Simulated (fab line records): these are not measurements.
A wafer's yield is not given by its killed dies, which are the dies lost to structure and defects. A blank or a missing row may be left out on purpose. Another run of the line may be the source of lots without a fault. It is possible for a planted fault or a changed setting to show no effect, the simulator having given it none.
Struck lot and sound lot, side by side | flow n5_finfet | 37 steps out of a route of 1938
Sound: the wafers L773.1, L773.3, L773.4. Struck: wafer L777.4 (left out: L777.6, a lot-mate that was not struck); the cause follows at the end.
Per side, at each step with rows, come the tool, then ch with its chambers, and then its first start. Under that, the readings that differ: sound wafers | struck wafers | difference of the means | sigmas: that difference in standard deviations of wafers without a fault.
alike: readings whose means differ by less than 2 such deviations, and words and numbers that are the same on both sides. not compared: withheld readings, readings that some wafer has no value for, bounds like >300 that may hide the same value, and numbers for which the record gives no deviation and whose values overlap.
A row with sigmas, a row that says differs or no value, or rows on one side alone: a step with any of these is where the two part. Numbers that have no deviation but don't overlap get no sigmas and don't part them. Lack of a reading on every wafer of one side parts them only where that side has two or more wafers.

first, 9 steps without rows for these wafers: N5_BEOL_M6_ALD_77 (deposits TaN, target thk 2 nm, pulse time 2 s, purge time 3 s); N5_BEOL_M6_SURFACE_TREAT_79; N5_BEOL_M6_CVD_78 (deposits Co from CCTBA/H2, target thk 2 nm, time 142.3 s); N5_BEOL_M6_SPUTTER_48 (material Cu, target thk 10 nm, time 1.667 s); N5_BEOL_M6_ECD_50 (material Cu, target thk 300 nm); N5_BEOL_M6_ANNEAL_51 (time 90 s); N5_BEOL_M6_CMP_52 (polishes, stops on SiCOH lowk, t overpolish 6.9 s, target thk 80 nm); N5_BEOL_M6_PRE_CLEAN_55 (time 15 s); N5_BEOL_M6_DEP_56 (deposits SiCN from 3MS/NH3, target thk 10 nm, time 17.5 s).
N5_BEOL_M7_ILD_DEP_00: deposits SiCOH lowk from DEMS/porogen, target thk 179.75 nm, time 33.4 s.
  sound on pecvd-01 ch 0,1,2, day 11 17:21; struck on pecvd-01 ch 2, day 13 10:23
  reading                                            | sound             | struck | difference | sigmas
  model.SiCOH_lowk_of_BEOL_M7_ILD_DEP_00.thk_nm (nm) | 175.2 178.6 179.4 | 142    | -36        |
  alike: heater_power_w, showerhead_plenum_p_Torr, throttle_valve_pct
  not compared: rf_fwd_power_W, susceptor_temp_C
then, 1 step without rows for these wafers: N5_BEOL_M7_CURE_74 (cures SiCOH lowk, time 240 s).
N5_BEOL_M7_THK_MEAS_01:
  sound on film_metro-02, day 11 17:58; struck on film_metro-01, day 13 10:56
  reading         | sound             | struck | difference | sigmas
  M7_ILD_THK (nm) | 150.9 154.1 154.8 | 122.1  | -31.2      | -17
then, 23 steps without rows for these wafers: N5_BEOL_M7_PECVD_70 (deposits SiO2 from TEOS/O2, target thk 20 nm, time 22.7 s); N5_BEOL_M7_HM_DEP_02 (deposits TiN, target thk 20 nm); N5_BEOL_M7_COAT_59 (time 60 s, resist thk 100 nm); N5_BEOL_M7_COAT_60 (time 60 s, resist thk 35 nm); N5_BEOL_M7_COAT_05 (resist thk 90 nm); N5_BEOL_M7_EBR_07; N5_BEOL_M7_SOFTBAKE_06 (time 60 s); N5_BEOL_M7_EXPOSE_08 (exposes mask M7); N5_BEOL_M7_PEB_09 (peb time 60 s); N5_BEOL_M7_DEVELOP_10 (develop time 30 s); N5_BEOL_M7_DESCUM_16 (chemistry O2, time 7.9 s); N5_BEOL_M7_ETCH_61 (etches SiARC in CF4, target depth 45.5 nm, time 75.8 s); N5_BEOL_M7_ETCH_62 (etches SOC in N2/H2, target depth 110 nm, overetch 22 nm, time 165 s); N5_BEOL_M7_STRIP_68 (strips in N2/H2); N5_BEOL_M7_STRIP_67 (strips in CF4); N5_BEOL_M7_HM_OPEN_17 (chemistry Cl2/BCl3, target TiN, target depth 20 nm, overetch 6 nm); N5_BEOL_M7_STRIP_19 (strips in O2); N5_BEOL_M7_COAT_63 (time 60 s, resist thk 60 nm); N5_BEOL_M7_COAT_64 (time 60 s, resist thk 12 nm); N5_BEOL_M7_COAT_71 (time 60 s, resist thk 5 nm); N5_BEOL_M7_COAT_22 (resist thk 30 nm); N5_BEOL_M7_EBR_24; N5_BEOL_M7_SOFTBAKE_23 (time 60 s).
N5_BEOL_M7_CMP_52: polishes, stops on SiCOH lowk, t overpolish 6.9 s, target thk 80 nm.
  sound on cmp-01 ch 0,2,3, day 12 03:01; struck on cmp-03 ch 2, day 13 18:31
  reading                                            | sound                | struck | difference | sigmas
  clearing_platen_down_force_psi (psi)               | 1.4985 1.4981 1.5026 | 1.4939 | -0.0058    | -2
  model.SiCOH_lowk_of_BEOL_M7_ILD_DEP_00.thk_nm (nm) | 148 151 151.8        | 119.2  | -31.1      |
  alike: motor_current_A
-- here the record skips 3 days between the struck wafers' starts before and after, leaving off in module BEOL_M7 and picking up in module PASSIVATION (first step shown: number 1936 of the route) --
N5_PASSIVATION_PROBE_49:
  sound on prober-01, day 15 01:01; struck on prober-02, day 16 18:05
  reading            | sound    | struck | difference | sigmas
  killed_at_M0_to_M3 | 59 53 61 | 25     | -33        | -3
  alike: defect_limited_yield, killed_at_M4_up, killed_at_contacts, killed_at_front_end, killed_at_other, killed_dies, killed_open, killed_short, sort_bin_5_function, sort_bin_6_memory, sort_n_pass, sort_yield_pct

## WHERE THEY PART
First at N5_BEOL_M7_THK_MEAS_01; last, within this record, at N5_PASSIVATION_PROBE_49.

WHY: whatever the simulator had introduced
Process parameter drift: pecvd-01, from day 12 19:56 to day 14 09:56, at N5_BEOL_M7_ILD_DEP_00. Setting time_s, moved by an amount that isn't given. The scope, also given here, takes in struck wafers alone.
